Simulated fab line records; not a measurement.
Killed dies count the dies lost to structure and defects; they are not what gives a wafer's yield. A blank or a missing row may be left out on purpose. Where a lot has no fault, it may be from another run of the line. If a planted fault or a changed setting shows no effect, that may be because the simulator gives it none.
Struck lot and sound lot, side by side | flow n5-finfet | 35 out of 1938 route steps
Sound: wafers L328.1, L328.2, L328.6. Struck: wafer L335.4 (left out: L335.3, L335.5 of the same lot, which were not struck); the cause appears at the end.
Each step with rows lists, per side, the tool, then ch with its chambers, then its first start. Under that, the readings that differ: sound wafers | struck wafers | difference of the means | sigmas: that difference in standard deviations of wafers without a fault.
alike: a reading whose means differ by less than 2 such deviations, as well as words and numbers matching on both sides. not compared: withheld readings; readings where some wafer has no value; bounds like >300 that might hide an equal value; numbers whose values overlap and for which the record gives no deviation.
A row with sigmas, a row that says differs or no value, or rows on one side alone: a step with any of these is where the two part. Numbers that have no deviation but don't overlap get no sigmas and don't part them. A reading that every wafer of one side lacks parts them only if that side has two wafers or more.

first, 11 steps without rows for these wafers: N5_BEOL_M8_HM_STRIP_39 (strips TiN in peroxide tin strip, target depth 25 nm, time 158 s); N5_BEOL_M8_SRD_40 (time 30 s); N5_BEOL_M8_PRECLEAN_42 (cleans in residue remover, time 60 s); N5_BEOL_M8_SRD_43 (time 30 s); N5_BEOL_M8_CURE_75 (cures SiCOH lowk, time 120 s); N5_BEOL_M8_DEGAS_44 (time 60 s); N5_BEOL_M8_PRE_CLEAN_45 (time 30 s); N5_BEOL_M8_ALD_77 (deposits TaN, target thk 2 nm, pulse time 2 s, purge time 3 s); N5_BEOL_M8_SURFACE_TREAT_79; N5_BEOL_M8_CVD_78 (deposits Co from CCTBA/H2, target thk 2 nm, time 142.3 s); N5_BEOL_M8_SPUTTER_48 (material Cu, target thk 10 nm, time 1.667 s).
N5_BEOL_M8_ECD_50: material Cu, target thk 300 nm.
  sound on ecd-cu-02 ch 0,1, day 11 14:56; struck on ecd-cu-02 ch 0,1, day 13 14:07
then, 22 steps without rows for these wafers: N5_BEOL_M8_ANNEAL_51 (time 90 s); N5_BEOL_M8_CMP_52 (polishes, stops on SiCOH lowk, t overpolish 6.9 s, target thk 80 nm); N5_BEOL_M8_PRE_CLEAN_55 (time 15 s); N5_BEOL_M8_DEP_56 (deposits SiCN from 3MS/NH3, target thk 10 nm, time 17.5 s); N5_BEOL_M9_ILD_DEP_00 (deposits SiCOH lowk from DEMS/porogen, target thk 308.51 nm, time 58 s); N5_BEOL_M9_CURE_71 (cures SiCOH lowk, time 240 s); N5_BEOL_M9_PECVD_70 (deposits SiO2 from TEOS/O2, target thk 20 nm, time 22.7 s); N5_BEOL_M9_HM_DEP_02 (deposits TiN, target thk 20 nm); N5_BEOL_M9_COAT_59 (time 60 s, resist thk 100 nm); N5_BEOL_M9_COAT_60 (time 60 s, resist thk 30 nm); N5_BEOL_M9_COAT_05 (resist thk 90 nm); N5_BEOL_M9_EBR_07; N5_BEOL_M9_SOFTBAKE_06 (time 60 s); N5_BEOL_M9_EXPOSE_08 (exposes mask M9); N5_BEOL_M9_PEB_09 (peb time 60 s); N5_BEOL_M9_DEVELOP_10 (develop time 30 s); N5_BEOL_M9_DESCUM_16 (chemistry O2, time 7.9 s); N5_BEOL_M9_ETCH_61 (etches SiARC in CF4, target depth 39 nm, time 65 s); N5_BEOL_M9_ETCH_62 (etches SOC in N2/H2, target depth 110 nm, overetch 22 nm, time 165 s); N5_BEOL_M9_STRIP_68 (strips in N2/H2); N5_BEOL_M9_STRIP_67 (strips in CF4); N5_BEOL_M9_HM_OPEN_17 (chemistry Cl2/BCl3, target TiN, target depth 20 nm, overetch 6 nm).
-- here the record skips 3 days between the struck wafers' starts before and after, leaving off in module BEOL_M9 and picking up in module PASSIVATION (first step shown: number 1936 of the route) --
N5_PASSIVATION_PROBE_49:
  rows exist in the record for the struck wafers here (prober-02, day 16 16:43), but not for the sound ones

WHERE THEY PART
Within this record, at N5_PASSIVATION_PROBE_49 only.

WHY: what the simulator had put in
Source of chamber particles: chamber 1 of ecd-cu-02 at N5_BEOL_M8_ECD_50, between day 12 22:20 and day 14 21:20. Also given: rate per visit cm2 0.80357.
